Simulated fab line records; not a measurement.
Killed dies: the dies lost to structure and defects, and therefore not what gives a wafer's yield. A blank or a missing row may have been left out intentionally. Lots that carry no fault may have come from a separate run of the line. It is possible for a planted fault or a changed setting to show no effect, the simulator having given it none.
Chamber matching + flow nand harc + NHARC_A_STAIRCASE_DEP_156 on pecvd-04 has 3 sister chambers
The step deposits SiNx, target thk 50 nm. 6 wafers are shown with their chamber, then 8 later ones without.

WAFERS PAIRED WITH THEIR CHAMBERS
| wafer  | chamber | heater power outer w (W) | heater power w (W) |
|--------|---------|--------------------------|--------------------|
| L076.6 | 2       | 377                      | 675                |
| L082.5 | 1       | 478                      | 777                |
| L089.1 | 1       | 435                      | 748                |
| L092.4 | 2       | 365                      | 621                |
| L092.6 | 0       | 391                      | 687                |
| L095.1 | 0       | 345                      | 604                |

WAFERS MISSING THEIR CHAMBER
| wafer  | heater power outer w (W) | heater power w (W) |
|--------|--------------------------|--------------------|
| L095.2 | 550                      | 859                |
| L095.3 | 384                      | 660                |
| L094.2 | 400                      | 669                |
| L094.5 | 392                      | 664                |
| L094.6 | 341                      | 609                |
| L096.2 | 482                      | 808                |
| L096.5 | 429                      | 719                |
| L096.6 | 490                      | 809                |

WHICH CHAMBER EACH WENT THROUGH
| wafer  | from the rows above          | in truth |
|--------|------------------------------|----------|
| L095.2 | 1                            | 1        |
| L095.3 | can't be placed: 2 or 0      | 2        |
| L094.2 | can't be placed: 2 or 0 or 1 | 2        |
| L094.5 | can't be placed: 2 or 0      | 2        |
| L094.6 | can't be placed: 0 or 2      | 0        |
| L096.2 | 1                            | 1        |
| L096.5 | can't be placed: 1 or 2 or 0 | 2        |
| L096.6 | 1                            | 1        |
Placed correctly: 3 of 8. Cannot be placed on the basis of these rows: 5; the candidates contain the true chamber in 5. 0 placed wrongly.
How it was worked out, from the rows above alone: a wafer's distance from a chamber is the root of the sum, over the readings, of the square of ((its reading less the chamber's mean) divided by the reading's scatter). The wafer belongs to the nearest chamber; if the next one is less than 2 further off, it can't be placed. Each chamber's mean is taken over the wafers shown for it. The scatter: the root of (the sum of the squares of (reading less its chamber's mean) over the shown wafers, divided by (wafers less chambers)).
